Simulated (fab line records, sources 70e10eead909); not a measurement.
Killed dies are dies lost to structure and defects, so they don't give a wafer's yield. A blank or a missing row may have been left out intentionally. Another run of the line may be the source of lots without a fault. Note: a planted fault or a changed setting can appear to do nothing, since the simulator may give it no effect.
The tool behind it: which one? ; flow nand harc ; 24 lots with 72 wafers sampled at 4 steps, on a route of 1159 steps

WHAT THE GAUGES SHOWED, per wafer
NHARC_P_BONDPAD_INSPECT_23. Usual: 314 for raw defect count, sd 110.
lot;measured;on;raw defect count;flag
L074;day 6 14:15;defect inspect-02;239 198 175;
L075;day 7 02:04;defect inspect-02;436 262 228;
L077;day 7 11:28;defect inspect-01;241 287 239;
L076;day 7 12:16;defect inspect-01;319 375 353;
L078;day 7 13:17;defect inspect-01;259 357 332;
L081;day 7 20:17;defect inspect-02;232 186 427;
L079;day 7 20:40;defect inspect-01;337 380 321;
L080;day 8 00:33;defect inspect-02;331 261 277;
L082;day 8 13:50;defect inspect-02;253 430 385;
L083;day 8 20:41;defect inspect-02;237 192 168;
L084;day 8 21:47;defect inspect-02;189 272 293;
L085;day 9 04:54;defect inspect-02;212 250 396;
L088;day 9 17:46;defect inspect-01;191 315 335;
L087;day 9 20:23;defect inspect-01;435 313 248;
L086;day 9 21:10;defect inspect-01;779 451 432;
L089;day 10 05:26;defect inspect-02;175 245 233;
L090;day 10 06:19;defect inspect-01;505 323 398;
L091;day 10 13:22;defect inspect-02;125 261 272;
L092;day 10 23:41;defect inspect-01;449 230 190;
L093;day 11 03:47;defect inspect-02;205 258 326;
L094;day 11 15:26;defect inspect-02;207 172 240;
L095;day 11 19:49;defect inspect-01;491 331 307;
L096;day 11 21:08;defect inspect-02;489 241 205;
L097;day 12 13:40;defect inspect-01;495 205 495;

NHARC_A_CHANNEL_HOLE_D1_INSPECT_12. Usual: 5.8 for raw defect count, sd 3.
lot;measured;on;raw defect count;flag
L074;day 8 04:43;defect inspect-01;7 10 14;
L075;day 9 02:16;defect inspect-01;5 8 5;
L077;day 9 00:21;defect inspect-01;13 5 6;
L076;day 9 00:31;defect inspect-02;1 5 0;
L078;day 9 00:40;defect inspect-02;7 7 5;
L081;day 9 15:26;defect inspect-02;4 7 2;
L079;day 9 14:58;defect inspect-02;8 11 5;
L080;day 9 16:13;defect inspect-01;12 5 5;
L082;day 10 06:49;defect inspect-02;5 5 3;
L083;day 10 14:54;defect inspect-01;7 6 11;
L084;day 10 14:44;defect inspect-01;3 1 10;
L085;day 11 05:10;defect inspect-01;3 2 5;
L088;day 11 14:11;defect inspect-02;8 4 8;
L087;day 11 13:59;defect inspect-02;4 3 6;
L086;day 11 15:02;defect inspect-01;6 6 13;
L089;day 11 20:56;defect inspect-01;7 3 7;
L090;day 11 22:06;defect inspect-01;5 2 8;
L091;day 12 06:49;defect inspect-02;4 5 5;
L092;day 12 15:22;defect inspect-02;2 6 5;
L093;day 12 19:24;defect inspect-01;6 6 5;
L094;day 13 09:43;defect inspect-01;11 5 2;
L095;day 13 11:46;defect inspect-01;8 3 1;
L096;day 13 11:37;defect inspect-01;6 6 5;
L097;day 14 08:32;defect inspect-02;7 5 5;

WHAT TOOL EACH LOT RAN ON (gives the tool, then ch and the chambers of the sampled wafers, and finally the start)
lot;NHARC_P_BONDPAD_CMP_19;NHARC_A_ZERO_WELL_ETCH_13
L074;cmp-03 ch 0,3, day 6 13:42;rie si-04 ch 0,1, day 6 15:55
L075;cmp-03 ch 1,2,3, day 7 01:35;rie si-04 ch 0,1, day 7 03:37
L077;cmp-03 ch 1,2,3, day 7 10:56;rie si-01 ch 0,1,3, day 7 13:09
L076;cmp-01 ch 1,2,3, day 7 11:48;rie si-05 ch 1,2,3, day 7 13:54
L078;cmp-01 ch 0,2,3, day 7 12:47;rie si-01 ch 0,1,2, day 7 15:01
L081;cmp-03 ch 0,2,3, day 7 19:44;rie si-04 ch 1,2,3, day 7 22:02
L079;cmp-02 ch 0,1,3, day 7 20:11;rie si-01 ch 0,2,3, day 7 22:25
L080;cmp-02 ch 0,2,3, day 8 00:06;rie si-04 ch 1,2,3, day 8 02:17
L082;cmp-02 ch 2,3, day 8 13:19;rie si-05 ch 0,1, day 8 15:31
L083;cmp-01 ch 2,3, day 8 20:08;rie si-01 ch 0,2,3, day 8 22:17
L084;cmp-03 ch 1,2,3, day 8 21:16;rie si-01 ch 1,2,3, day 8 23:29
L085;cmp-02 ch 0,3, day 9 04:23;rie si-04 ch 1,2, day 9 06:27
L088;cmp-02 ch 0,1,2, day 9 17:16;rie si-04 ch 0,2, day 9 19:27
L087;cmp-03 ch 1,2, day 9 19:52;rie si-01 ch 0,3, day 9 22:05
L086;cmp-03 ch 0,2,3, day 9 20:38;rie si-05 ch 1,2,3, day 9 22:50
L089;cmp-01 ch 0,1, day 10 04:53;rie si-01 ch 0,2,3, day 10 07:10
L090;cmp-01 ch 2,3, day 10 05:47;rie si-05 ch 2,3, day 10 07:59
L091;cmp-01 ch 0,1,3, day 10 12:49;rie si-05 ch 1,2,3, day 10 15:03
L092;cmp-03 ch 2,3, day 10 23:08;rie si-01 ch 1,2, day 11 01:13
L093;cmp-02 ch 1,2,3, day 11 03:14;rie si-04 ch 1,2,3, day 11 05:28
L094;cmp-01 ch 1,2,3, day 11 14:56;rie si-04 ch 0,1,3, day 11 17:06
L095;cmp-03 ch 0,1,3, day 11 19:17;rie si-04 ch 2,3, day 11 21:30
L096;cmp-01 ch 0,1, day 11 20:35;rie si-01 ch 0,1,2, day 11 22:48
L097;cmp-02 ch 0,1,3, day 12 13:07;rie si-01 ch 0,1,2, day 12 15:22
- NHARC_P_BONDPAD_CMP_19: polishes, t overpolish 30 s, cu recess touch 16 s, target thk 160.81 nm.
- NHARC_A_ZERO_WELL_ETCH_13: etches the open film in HBr/Cl2, target depth 120 nm, time 40.1 s.

AS READ BY THE TOOLS THEMSELVES (means over the sampled wafers that have a number; for cases with no such wafer, the mark the record gives instead)
NHARC_P_BONDPAD_CMP_19. Usual: motor current A 12.3 A, standard deviation 1.5; overpolish run s 30.000 s, standard deviation 0.01; slurry filter dp kPa 13.51 kPa, standard deviation 0.14; slurry flow ml min 149.9, standard deviation 0.48.
lot;tool;motor current A (A);overpolish run s (s);slurry filter dp kPa (kPa);slurry flow ml min;flag
L074;cmp-03;10.7;29.991;13.53;149.8;
L075;cmp-03;12.8;29.998;13.43;149.9;
L077;cmp-03;12.6;29.999;13.51;149.2;
L076;cmp-01;11.8;30.005;13.62;150.3;
L078;cmp-01;12.6;29.997;13.53;150.0;
L081;cmp-03;11.9;30.000;13.37;149.9;
L079;cmp-02;12.3;30.006;13.42;149.6;
L080;cmp-02;12.4;30.004;13.59;149.5;
L082;cmp-02;12.1;30.003;13.51;150.1;
L083;cmp-01;11.9;29.998;13.52;149.9;
L084;cmp-03;13.0;29.996;13.58;150.5;
L085;cmp-02;12.7;29.988;13.58;150.4;
L088;cmp-02;11.6;30.007;13.40;149.9;
L087;cmp-03;14.5;29.999;13.59;150.2;
L086;cmp-03;11.4;29.996;13.50;150.0;
L089;cmp-01;13.2;30.006;13.51;150.0;
L090;cmp-01;11.8;30.006;13.64;150.0;
L091;cmp-01;12.2;29.993;13.57;149.8;
L092;cmp-03;11.0;29.995;13.57;150.2;
L093;cmp-02;11.4;30.000;13.45;150.0;
L094;cmp-01;11.9;29.999;13.42;149.7;
L095;cmp-03;12.2;30.008;13.33;149.5;
L096;cmp-01;13.5;30.003;13.46;149.2;
L097;cmp-02;12.1;30.001;13.46;150.3;

NHARC_A_ZERO_WELL_ETCH_13. Usual: bias w 100.0 W, standard deviation 0.3; drypump motor current A 5.8 A, standard deviation 0.46; hbr flow sccm 150.0 sccm, standard deviation 0.46; oes product au 1.004 a.u., standard deviation 0.01; throttle valve pct 26.406 %, standard deviation 0.0085.
lot;tool;bias w (W);drypump motor current A (A);hbr flow sccm (sccm);oes product au (a.u.);throttle valve pct (%);flag
L074;rie si-04;100.1;6.1;150.0;1.003;26.408;
L075;rie si-04;99.8;5.9;149.8;0.997;26.406;
L077;rie si-01;99.9;5.7;149.5;1.013;26.408;
L076;rie si-05;99.8;5.4;149.7;1.005;26.412;
L078;rie si-01;99.8;5.4;150.1;1.002;26.405;
L081;rie si-04;100.2;5.9;150.0;0.995;26.407;
L079;rie si-01;100.2;5.7;149.9;1.011;26.403;
L080;rie si-04;100.0;5.9;149.9;1.001;26.395;
L082;rie si-05;100.0;5.6;149.6;1.001;26.402;
L083;rie si-01;99.9;5.7;150.3;1.012;26.399;
L084;rie si-01;100.1;5.9;150.0;0.993;26.410;
L085;rie si-04;100.2;5.7;150.0;1.007;26.407;
L088;rie si-04;100.1;6.0;150.1;0.999;26.409;
L087;rie si-01;100.2;5.6;150.3;1.008;26.403;
L086;rie si-05;99.8;5.4;149.6;1.000;26.417;
L089;rie si-01;100.2;5.7;150.0;1.009;26.412;
L090;rie si-05;100.1;5.6;149.9;1.014;26.399;
L091;rie si-05;99.5;5.4;149.9;1.001;26.406;
L092;rie si-01;100.0;5.5;149.9;1.001;26.413;
L093;rie si-04;99.7;6.0;149.6;1.006;26.415;
L094;rie si-04;100.0;6.1;150.5;0.997;26.407;
L095;rie si-04;100.1;6.0;150.5;1.005;26.400;
L096;rie si-01;100.2;5.4;149.9;1.008;26.404;
L097;rie si-01;100.0;5.4;150.1;1.010;26.406;

THE ANSWER, worked out from the rows above alone
Rule: a lot counts as off when the mean over its wafers that have a number is more than 3 standard deviations away from the usual mean. A lot without any number at a reading at which 4 lots or more have one is off too. All remaining lots with rows at the step are treated as sound. The gauges are gone through in route order, then the tools' own readings, and for those a lot's mean is taken as printed above. At the first step where some lot is off, the reading lying furthest off is the one used; lots without a number count as furthest.
None of the lots is off at any reading shown; this tells nothing.

WHAT THE SIMULATOR HAD PUT IN
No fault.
